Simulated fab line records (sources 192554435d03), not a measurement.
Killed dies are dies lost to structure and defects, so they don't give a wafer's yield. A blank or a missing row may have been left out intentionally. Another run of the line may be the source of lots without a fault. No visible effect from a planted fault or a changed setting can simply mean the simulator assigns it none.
A struck lot beside a sound one | flow n5-finfet | 35 out of 1938 route steps
Sound: the wafers L903.2, L903.4, L903.6. Wafers L907.1, L907.2, L907.6 were the ones struck. At the end, the cause is stated.
Each step with rows lists, per side, the tool, then ch with its chambers, then its first start. Under that, the readings that differ: sound wafers | struck wafers | difference of the means | sigmas: that difference in standard deviations of wafers without a fault.
alike: readings whose means differ by less than 2 such deviations, and words and numbers that are the same on both sides. not compared: withheld readings, readings that some wafer has no value for, bounds like >300 that may hide the same value, and numbers for which the record gives no deviation and whose values overlap.
Wherever a step has rows on one side only, a row that says differs or no value, or a row with sigmas, the two part there. Numbers that have no deviation but don't overlap get no sigmas and don't part them. A reading missing from all wafers of one side parts the sides only when that side holds two or more wafers.

first, 9 steps without rows for these wafers: N5_BEOL_M9_ALD_74 (deposits TaN, target thk 2 nm, pulse time 2 s, purge time 3 s); N5_BEOL_M9_SURFACE_TREAT_79; N5_BEOL_M9_CVD_78 (deposits Co from CCTBA/H2, target thk 2 nm, time 138.9 s); N5_BEOL_M9_SPUTTER_48 (material Cu, target thk 12 nm, time 2 s); N5_BEOL_M9_ECD_50 (material Cu, target thk 318 nm); N5_BEOL_M9_ANNEAL_51 (time 90 s); N5_BEOL_M9_CMP_52 (polishes, stops on SiCOH lowk, t overpolish 7 s, target thk 140 nm); N5_BEOL_M9_PRE_CLEAN_55 (time 15 s); N5_BEOL_M9_DEP_56 (deposits SiCN from 3MS/NH3, target thk 15 nm, time 26.5 s).
N5_BEOL_M10_ILD_DEP_00: deposits SiCOH lowk from DEMS/porogen, target thk 308.51 nm, time 58 s.
  sound on pecvd-04 ch 0,2, day 12 07:43; struck on pecvd-04 ch 0,2, day 13 07:43
  alike: chamber-pressure-Torr, heater-power-w, showerhead-plenum-p-Torr, throttle-valve-pct
then, 24 steps without rows for these wafers: N5_BEOL_M10_CURE_71 (cures SiCOH lowk, time 240 s); N5_BEOL_M10_PECVD_70 (deposits SiO2 from TEOS/O2, target thk 20 nm, time 22.7 s); N5_BEOL_M10_HM_DEP_02 (deposits TiN, target thk 20 nm); N5_BEOL_M10_COAT_59 (time 60 s, resist thk 100 nm); N5_BEOL_M10_COAT_60 (time 60 s, resist thk 30 nm); N5_BEOL_M10_COAT_05 (resist thk 90 nm); N5_BEOL_M10_EBR_07; N5_BEOL_M10_SOFTBAKE_06 (time 60 s); N5_BEOL_M10_EXPOSE_08 (exposes mask M10); N5_BEOL_M10_PEB_09 (peb time 60 s); N5_BEOL_M10_DEVELOP_10 (develop time 30 s); N5_BEOL_M10_DESCUM_16 (chemistry O2, time 7.9 s); N5_BEOL_M10_ETCH_61 (etches SiARC in CF4, target depth 39 nm, time 65 s); N5_BEOL_M10_ETCH_62 (etches SOC in N2/H2, target depth 110 nm, overetch 22 nm, time 165 s); N5_BEOL_M10_STRIP_68 (strips in N2/H2); N5_BEOL_M10_STRIP_67 (strips in CF4); N5_BEOL_M10_HM_OPEN_17 (chemistry Cl2/BCl3, target TiN, target depth 20 nm, overetch 6 nm); N5_BEOL_M10_STRIP_19 (strips in O2); N5_BEOL_M10_COAT_63 (time 60 s, resist thk 100 nm); N5_BEOL_M10_COAT_64 (time 60 s, resist thk 30 nm); N5_BEOL_M10_COAT_22 (resist thk 90 nm); N5_BEOL_M10_EBR_24; N5_BEOL_M10_SOFTBAKE_23 (time 60 s); N5_BEOL_M10_EXPOSE_25 (exposes mask V9).
-- here the record skips 3 days between the struck wafers' starts before and after, leaving off in module BEOL_M10 and picking up in module PASSIVATION (first step shown: number 1936 of the route) --
N5_PASSIVATION_PROBE_49:
  struck on prober-01, day 15 20:08; sound on prober-01, day 14 13:37
  reading                  | sound          | struck         | difference | sigmas
  defect-limited-yield (%) | 90.7 88.1 91.7 | 83.2 83.0 83.6 | -6.9       | -5
  killed_at_M4_up          | 15 15 13       | 99 108 85      | +83        | +17
  killed-dies              | 110 141 98     | 198 201 193    | +81        | +5
  killed-on-rim            | 19 21 11       | 35 21 29       | +11        | +3
  sort_bin_5_function (%)  | 6.0 7.0 5.7    | 10.3 10.3 10.1 | +4.0       | +4
  sort_bin_6_memory (%)    | 3.1 4.2 2.3    | 4.8 5.5 4.8    | +1.8       | +3
  sort-n-pass              | 1070 1039 1082 | 982 979 987    | -81        | -5
  alike: killed_at_M0_to_M3, killed-at-contacts, killed-at-front-end, killed-at-other, killed-open, killed-short, sort_bin_8_speed

WHERE THEY PART
Only at N5_PASSIVATION_PROBE_49, as far as this record shows.

WHY: what the simulator had put in
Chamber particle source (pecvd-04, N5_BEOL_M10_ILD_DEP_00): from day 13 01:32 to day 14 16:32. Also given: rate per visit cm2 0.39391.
